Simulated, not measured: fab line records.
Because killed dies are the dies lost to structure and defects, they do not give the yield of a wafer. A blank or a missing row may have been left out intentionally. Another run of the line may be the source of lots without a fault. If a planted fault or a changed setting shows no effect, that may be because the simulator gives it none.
The tool behind it: which one? ; flow nand-harc ; at 1 step of a route of 1302, 11 lots with 33 wafers sampled

WHAT EACH GAUGE READ, for each wafer
NHARC_P_M0_INSPECT_27.
lot;measured;on;raw-defect-count
L682;day 6 12:09;defect-inspect-02;145 328 435
L684;day 7 03:47;defect-inspect-02;496 510 724
L685;day 7 17:16;defect-inspect-02;385 405 339
L686;day 8 12:02;defect-inspect-02;223 238 184
L687;day 8 13:19;defect-inspect-01;210 365 242
L695;day 12 04:29;defect-inspect-01;466 355 423
L697;day 12 23:56;defect-inspect-01;173 379 222
L698;day 13 12:26;defect-inspect-02;358 628 338
L699;day 13 16:49;defect-inspect-02;180 103 125
L700;day 13 23:49;defect-inspect-01;280 223 282
L702;day 15 00:37;defect-inspect-01;131 408 240

EACH LOT AND THE TOOL THAT RAN IT (in order: tool; ch and the chambers of the sampled wafers; start)
The record shows no process step preceding these readings.

WHAT THE TOOLS THEMSELVES READ (means of the sampled wafers that have a number; where no wafer has one, the mark that the record gives instead)
The record holds no such reading with a usual standard deviation.

THE ANSWER, worked out from the rows above alone
Rule: the usual values come from the lots themselves. The widest of any qualifying gaps counts: lots, ordered by their means at a reading, are off when they make up no more than a third of the lots, leave a main group of 4 or more, and stand apart from it by 3 or more times the standard deviation of that group's means. A main group is skipped when, at the precision printed for the reading in the tables above, its means are all equal. Also off: a lot with no number at a reading for which 4 or more lots have one. Where the step has rows for the other lots, those lots are counted as sound. After the gauges, taken in route order, come the tools' own readings; for these a lot's mean is taken, as printed above. The first step at which some lot is off is used, and at that step the reading that is off furthest; a lot without a number counts as furthest.
Across all readings shown, no lot is off: no conclusion can be drawn from this.

WHAT THE SIMULATOR HAD INSERTED
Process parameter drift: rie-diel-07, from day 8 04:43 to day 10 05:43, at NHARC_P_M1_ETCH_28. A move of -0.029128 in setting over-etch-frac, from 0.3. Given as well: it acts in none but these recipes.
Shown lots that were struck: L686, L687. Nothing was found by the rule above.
